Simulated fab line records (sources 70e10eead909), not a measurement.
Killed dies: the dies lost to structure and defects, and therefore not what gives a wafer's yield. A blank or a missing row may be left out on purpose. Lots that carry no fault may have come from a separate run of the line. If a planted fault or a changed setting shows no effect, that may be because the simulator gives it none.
Matching of chambers | flow nand harc | 4 sister chambers for NHARC_P_CONTACT_DESCUM_17 on rie diel-04
The step chemistry O2, time 3 s. 24 wafers are shown with their chamber, then 12 later ones without.

EACH WAFER AND ITS CHAMBER
wafer  | chamber | drypump motor current A (A) | showerhead plenum p Torr (Torr) | oes product au (a.u.)
L074.1 | 2       | 5.6                         | 2.04                            | 0.993
L074.2 | 3       | 6.2                         | 2.00                            | 0.987
L074.3 | 1       | 6.0                         | 2.02                            | 0.998
L078.2 | 2       | 5.6                         | 2.04                            | 1.008
L078.4 | 2       | 5.6                         | 2.04                            | 1.005
L078.5 | 0       | 4.8                         | 1.96                            | 1.019
L079.2 | 3       | 6.2                         | 2.00                            | 1.007
L079.5 | 0       | 4.8                         | 1.96                            | 0.998
L079.6 | 3       | 6.2                         | 2.00                            | 1.003
L080.1 | 2       | 5.6                         | 2.04                            | 0.998
L080.2 | 3       | 6.2                         | 2.00                            | 1.001
L080.4 | 3       | 6.2                         | 2.00                            | 1.001
L083.1 | 3       | 6.2                         | 2.00                            | 1.006
L083.5 | 2       | 5.6                         | 2.04                            | 1.014
L083.6 | 3       | 6.2                         | 2.00                            | 1.013
L085.2 | 0       | 4.8                         | 1.96                            | 0.999
L085.3 | 1       | 5.9                         | 2.02                            | 1.025
L085.5 | 0       | 4.8                         | 1.96                            | 1.003
L088.3 | 0       | 4.8                         | 1.96                            | 1.004
L088.5 | 1       | 5.9                         | 2.02                            | 1.011
L088.6 | 2       | 5.6                         | 2.04                            | 1.014
L089.2 | 2       | 5.6                         | 2.04                            | 1.007
L089.3 | 1       | 5.9                         | 2.01                            | 1.002
L089.5 | 2       | 5.6                         | 2.04                            | 1.006

SIGNATURES (averages over the wafers above)
reading                  | chamber 0 | chamber 1 | chamber 2 | chamber 3 | scatter within a chamber
drypump motor current A  | 4.800     | 5.925     | 5.600     | 6.200     | 0.0194
showerhead plenum p Torr | 1.9600    | 2.0175    | 2.0400    | 2.0000    | 0.00194
oes product au           | 1.00460   | 1.00900   | 1.00562   | 1.00257   | 0.00857
Rule: a wafer's distance from a chamber is the root of the sum, over the readings, of the square of ((its reading less the chamber's mean) divided by the reading's scatter). The wafer belongs to the nearest chamber; if the next one is less than 2 further off, it can't be placed. The scatter: the root of (the sum of the squares of (reading less its chamber's mean) over the shown wafers, divided by (wafers less chambers)).

WAFERS WHOSE CHAMBER IS MISSING
wafer  | drypump motor current A (A) | showerhead plenum p Torr (Torr) | oes product au (a.u.)
L091.1 | 5.6                         | 2.04                            | 1.017
L091.3 | 4.8                         | 1.95                            | 1.000
L091.4 | 5.9                         | 2.01                            | 1.012
L092.1 | 5.9                         | 2.01                            | 1.008
L092.2 | 4.8                         | 1.95                            | 1.007
L092.4 | 5.7                         | 2.04                            | 1.022
L095.3 | 5.6                         | 2.04                            | 1.001
L095.5 | 5.6                         | 2.04                            | 1.019
L095.6 | 5.9                         | 2.01                            | 1.002
L096.1 | 4.8                         | 1.95                            | 0.998
L096.5 | 4.8                         | 1.95                            | 1.007
L096.6 | 6.2                         | 2.00                            | 1.006

THE CHAMBER EACH PASSED THROUGH
wafer  | from the rows above | in truth
L091.1 | 2                   | 2
L091.3 | 0                   | 0
L091.4 | 1                   | 1
L092.1 | 1                   | 1
L092.2 | 0                   | 0
L092.4 | 2                   | 2
L095.3 | 2                   | 2
L095.5 | 2                   | 2
L095.6 | 1                   | 1
L096.1 | 0                   | 0
L096.5 | 0                   | 0
L096.6 | 3                   | 3
12 of 12 placed correctly. From these rows, 0 cannot be placed. Number placed wrongly: 0.
